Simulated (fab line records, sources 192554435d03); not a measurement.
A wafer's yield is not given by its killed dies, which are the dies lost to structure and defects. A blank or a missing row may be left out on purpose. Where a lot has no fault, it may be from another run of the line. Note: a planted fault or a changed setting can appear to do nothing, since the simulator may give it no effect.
Matching of chambers -- flow n5-finfet -- 4 sister chambers for N5_BEOL_M7_STRIP_67 on rie-diel-06
The step strips in CF4. 8 wafers are shown with their chamber, then 9 later ones without.

== EACH WAFER AND ITS CHAMBER ==
wafer,chamber,drypump-motor-current-A (A),throttle-valve-pct (%)
L077.2,1,5.29,13.80
L078.3,1,5.29,13.81
L078.6,0,5.79,13.92
L082.2,0,5.80,13.95
L085.6,3,5.90,13.18
L089.1,2,5.42,13.55
L089.3,2,5.41,13.56
L089.4,3,5.92,13.20

== WAFERS WITHOUT THEIR CHAMBER ==
wafer,drypump-motor-current-A (A),throttle-valve-pct (%)
L088.1,5.80,13.40
L088.4,5.79,13.41
L088.5,5.43,13.56
L091.1,5.77,13.41
L091.4,5.28,13.83
L091.5,5.44,13.60
L095.3,5.39,13.61
L095.5,5.43,13.62
L095.6,5.88,13.25

== THE CHAMBER EACH PASSED THROUGH ==
wafer,from the rows above,in truth
L088.1,3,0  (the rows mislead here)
L088.4,3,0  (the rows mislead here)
L088.5,2,2
L091.1,3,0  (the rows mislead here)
L091.4,1,1
L091.5,2,2
L095.3,2,2
L095.5,2,2
L095.6,3,3
6 of 9 placed correctly. Not placeable from these rows: 0. Placed wrongly: 3.
How it was worked out, from the rows above alone: a wafer's distance from a chamber is the root of the sum, over the readings, of the square of ((its reading less the chamber's mean) divided by the reading's scatter). If the next closest chamber is less than 2 further off than the closest, the wafer can't be placed; otherwise it belongs to the closest. The mean given for a chamber averages the wafers shown for that chamber. The scatter: take each reading less its chamber's mean, square it, sum over the shown wafers, divide by the number of wafers less the number of chambers, and take the root.
